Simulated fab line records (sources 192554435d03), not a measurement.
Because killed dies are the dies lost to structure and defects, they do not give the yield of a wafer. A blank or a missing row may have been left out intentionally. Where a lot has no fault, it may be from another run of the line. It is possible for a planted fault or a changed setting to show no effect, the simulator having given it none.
Which tool is to blame? :: flow n5 finfet :: 33 wafers from 11 lots sampled at 4 of the route's 1938 steps

## WHAT THE GAUGES SHOWED, per wafer
N5_BEOL_M12_INSPECT_12: inspects for defects (macro). Usual: raw defect count at 2.2, with a standard deviation of 1.5.
lot: L577
measured: day 11 12:19
on: defect inspect-02
raw defect count: 1 1 4
flag: 

lot: L579
measured: day 11 19:17
on: defect inspect-01
raw defect count: 1 3 4
flag: 

lot: L580
measured: day 11 22:07
on: defect inspect-02
raw defect count: 2 2 1
flag: 

lot: L582
measured: day 12 00:51
on: defect inspect-02
raw defect count: 3 2 2
flag: 

lot: L584
measured: day 12 21:49
on: defect inspect-01
raw defect count: 3 2 3
flag: 

lot: L586
measured: day 13 15:43
on: defect inspect-02
raw defect count: 1 4 4
flag: 

lot: L588
measured: day 13 19:58
on: defect inspect-01
raw defect count: 1 4 1
flag: 

lot: L587
measured: day 13 20:29
on: defect inspect-02
raw defect count: 2 3 3
flag: 

lot: L589
measured: day 14 11:29
on: defect inspect-02
raw defect count: 2 3 4
flag: 

lot: L596
measured: day 16 09:23
on: defect inspect-01
raw defect count: 2 0 2
flag: 

lot: L597
measured: day 16 09:32
on: defect inspect-02
raw defect count: 0 1 2
flag: 

N5_BEOL_M12_OVL_MEAS_29. Usual: M12_OVL typically reads -2 nm, with standard deviation 5.5.
lot: L577
measured: day 11 13:19
on: overlay-01
M12_OVL (nm): -1 -6 2
flag: 

lot: L579
measured: day 11 20:22
on: overlay-01
M12_OVL (nm): -3 -1 -5
flag: 

lot: L580
measured: day 11 22:59
on: overlay-02
M12_OVL (nm): 7 8 7
flag: 

lot: L582
measured: day 12 01:45
on: overlay-02
M12_OVL (nm): -9 -7 -7
flag: 

lot: L584
measured: day 12 22:50
on: overlay-01
M12_OVL (nm): -6 -13 -7
flag: 

lot: L586
measured: day 13 16:37
on: overlay-01
M12_OVL (nm): -2 -1 1
flag: 

lot: L588
measured: day 13 21:00
on: overlay-02
M12_OVL (nm): 5 -5 1
flag: 

lot: L587
measured: day 13 21:43
on: overlay-01
M12_OVL (nm): 2 7 -2
flag: 

lot: L589
measured: day 14 12:22
on: overlay-01
M12_OVL (nm): 6 12 4
flag: 

lot: L596
measured: day 16 10:16
on: overlay-02
M12_OVL (nm): -1 3 5
flag: 

lot: L597
measured: day 16 10:26
on: overlay-01
M12_OVL (nm): -6 -6 -10
flag: 

## EACH LOT AND THE TOOL THAT RAN IT (in order: tool; ch and the chambers of the sampled wafers; start)
lot: L577
N5_BEOL_M12_VIA_ETCH_16: rie diel-03 ch 0,3, day 11 12:26
N5_BEOL_M12_COAT_22: litho track-04 ch 0, day 11 12:53

lot: L579
N5_BEOL_M12_VIA_ETCH_16: rie diel-05 ch 2,3, day 11 19:28
N5_BEOL_M12_COAT_22: litho track-04 ch 0, day 11 19:55

lot: L580
N5_BEOL_M12_VIA_ETCH_16: rie diel-06 ch 0,1,3, day 11 22:14
N5_BEOL_M12_COAT_22: litho track-05 ch 0, day 11 22:41

lot: L582
N5_BEOL_M12_VIA_ETCH_16: rie diel-06 ch 1,2,3, day 12 00:59
N5_BEOL_M12_COAT_22: litho track-05 ch 0, day 12 01:26

lot: L584
N5_BEOL_M12_VIA_ETCH_16: rie diel-03 ch 0,1,3, day 12 21:56
N5_BEOL_M12_COAT_22: litho track-04 ch 0, day 12 22:23

lot: L586
N5_BEOL_M12_VIA_ETCH_16: rie diel-06 ch 0,1,2, day 13 15:50
N5_BEOL_M12_COAT_22: litho track-04 ch 0, day 13 16:17

lot: L588
N5_BEOL_M12_VIA_ETCH_16: rie diel-05 ch 2,3, day 13 20:12
N5_BEOL_M12_COAT_22: litho track-04 ch 0, day 13 20:41

lot: L587
N5_BEOL_M12_VIA_ETCH_16: rie diel-05 ch 0,1,2, day 13 20:55
N5_BEOL_M12_COAT_22: litho track-05 ch 0, day 13 21:24

lot: L589
N5_BEOL_M12_VIA_ETCH_16: rie diel-06 ch 1,2, day 14 11:36
N5_BEOL_M12_COAT_22: litho track-05 ch 0, day 14 12:03

lot: L596
N5_BEOL_M12_VIA_ETCH_16: rie diel-05 ch 0,2,3, day 16 09:30
N5_BEOL_M12_COAT_22: litho track-02 ch 0, day 16 09:57

lot: L597
N5_BEOL_M12_VIA_ETCH_16: rie diel-06 ch 1,2, day 16 09:40
N5_BEOL_M12_COAT_22: litho track-05 ch 0, day 16 10:06
- N5_BEOL_M12_VIA_ETCH_16: etches SiOC in C4F8/O2/Ar, target depth 724.8 nm.
- N5_BEOL_M12_COAT_22: resist thk 300 nm.

## WHAT THE TOOLS THEMSELVES READ (means of the sampled wafers that have a number; where no wafer has one, the mark that the record gives instead)
N5_BEOL_M12_VIA_ETCH_16. Usual: drypump motor current A 5.6 A, standard deviation 0.44; oes product au 0.72 a.u., standard deviation 0.085; rf vpp V 665 V, standard deviation 3.5; showerhead plenum p Torr 3.41 Torr, standard deviation 0.11; throttle valve pct 24.10 %, standard deviation 0.18.
lot: L577
tool: rie diel-03
drypump motor current A (A): 5.9
oes product au (a.u.): 0.72
rf vpp V (V): 663
showerhead plenum p Torr (Torr): 3.32
throttle valve pct (%): 24.24
flag: 

lot: L579
tool: rie diel-05
drypump motor current A (A): 5.4
oes product au (a.u.): 0.74
rf vpp V (V): 665
showerhead plenum p Torr (Torr): 3.41
throttle valve pct (%): 24.22
flag: 

lot: L580
tool: rie diel-06
drypump motor current A (A): 5.6
oes product au (a.u.): 0.72
rf vpp V (V): 664
showerhead plenum p Torr (Torr): 3.38
throttle valve pct (%): 24.04
flag: 

lot: L582
tool: rie diel-06
drypump motor current A (A): 5.8
oes product au (a.u.): 0.70
rf vpp V (V): 665
showerhead plenum p Torr (Torr): 3.42
throttle valve pct (%): 23.97
flag: 

lot: L584
tool: rie diel-03
drypump motor current A (A): 5.7
oes product au (a.u.): 0.75
rf vpp V (V): 664
showerhead plenum p Torr (Torr): 3.36
throttle valve pct (%): 24.24
flag: 

lot: L586
tool: rie diel-06
drypump motor current A (A): 5.3
oes product au (a.u.): 0.76
rf vpp V (V): 667
showerhead plenum p Torr (Torr): 3.49
throttle valve pct (%): 23.95
flag: 

lot: L588
tool: rie diel-05
drypump motor current A (A): 5.5
oes product au (a.u.): 0.68
rf vpp V (V): 666
showerhead plenum p Torr (Torr): 3.46
throttle valve pct (%): 24.11
flag: 

lot: L587
tool: rie diel-05
drypump motor current A (A): 5.5
oes product au (a.u.): 0.62
rf vpp V (V): 665
showerhead plenum p Torr (Torr): 3.42
throttle valve pct (%): 24.17
flag: 

lot: L589
tool: rie diel-06
drypump motor current A (A): 5.5
oes product au (a.u.): 0.69
rf vpp V (V): 667
showerhead plenum p Torr (Torr): 3.45
throttle valve pct (%): 23.88
flag: 

lot: L596
tool: rie diel-05
drypump motor current A (A): 5.5
oes product au (a.u.): 0.75
rf vpp V (V): 665
showerhead plenum p Torr (Torr): 3.40
throttle valve pct (%): 24.14
flag: 

lot: L597
tool: rie diel-06
drypump motor current A (A): 5.5
oes product au (a.u.): 0.68
rf vpp V (V): 667
showerhead plenum p Torr (Torr): 3.44
throttle valve pct (%): 23.90
flag: 

N5_BEOL_M12_COAT_22. Usual: exhaust pa 44.9 Pa, standard deviation 0.89; spin speed rpm 2888.0 rpm, standard deviation 2.
lot: L577
tool: litho track-04
exhaust pa (Pa): 45.2
spin speed rpm (rpm): 2888.9
flag: 

lot: L579
tool: litho track-04
exhaust pa (Pa): 45.3
spin speed rpm (rpm): 2886.4
flag: 

lot: L580
tool: litho track-05
exhaust pa (Pa): 44.6
spin speed rpm (rpm): 2885.8
flag: 

lot: L582
tool: litho track-05
exhaust pa (Pa): 45.0
spin speed rpm (rpm): 2889.3
flag: 

lot: L584
tool: litho track-04
exhaust pa (Pa): 45.5
spin speed rpm (rpm): 2887.8
flag: 

lot: L586
tool: litho track-04
exhaust pa (Pa): 46.6
spin speed rpm (rpm): 3035.9
flag: OFF

lot: L588
tool: litho track-04
exhaust pa (Pa): 45.2
spin speed rpm (rpm): 3035.9
flag: OFF

lot: L587
tool: litho track-05
exhaust pa (Pa): 44.6
spin speed rpm (rpm): 2884.3
flag: 

lot: L589
tool: litho track-05
exhaust pa (Pa): 44.9
spin speed rpm (rpm): 2890.0
flag: 

lot: L596
tool: litho track-02
exhaust pa (Pa): 44.5
spin speed rpm (rpm): 2888.4
flag: 

lot: L597
tool: litho track-05
exhaust pa (Pa): 44.7
spin speed rpm (rpm): 2888.0
flag: 

## THE ANSWER, worked out from the rows above alone
Rule: take the mean of a lot's wafers that have a number; if it is more than 3 standard deviations from the usual mean, the lot is off. Also off: a lot with no number at a reading for which 4 or more lots have one. All remaining lots with rows at the step are treated as sound. First the gauges in route order, then the tools' own readings, where a lot's mean is used as printed above. The first step at which some lot is off is used, and at that step the reading that is off furthest; a lot without a number counts as furthest.
Off: L586, L588 (N5_BEOL_M12_COAT_22, spin speed rpm).
If a tool, at that step or one of the process steps before it, ran each lot that is off and ran no sound lot following the first of them, it fits. One fits: N5_BEOL_M12_COAT_22 on litho track-04. A fault onset in the window from L584 (day 12 22:23, its last sound lot) to L586 (day 13 16:17, its first lot off) fits.
The tool's own readings at N5_BEOL_M12_COAT_22 bear it out: on the lots that are off they differ by more than 5 times the standard deviation of the sound lots' means. spin speed rpm reads 3035.9 rpm there against 2887.7 rpm on the sound lots.

## WHAT HAD BEEN PUT IN BY THE SIMULATOR
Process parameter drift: litho track-04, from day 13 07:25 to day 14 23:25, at N5_BEOL_M12_COAT_22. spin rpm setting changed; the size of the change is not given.
Struck lots among those shown: L586, L588. This agrees with what the rule above found.
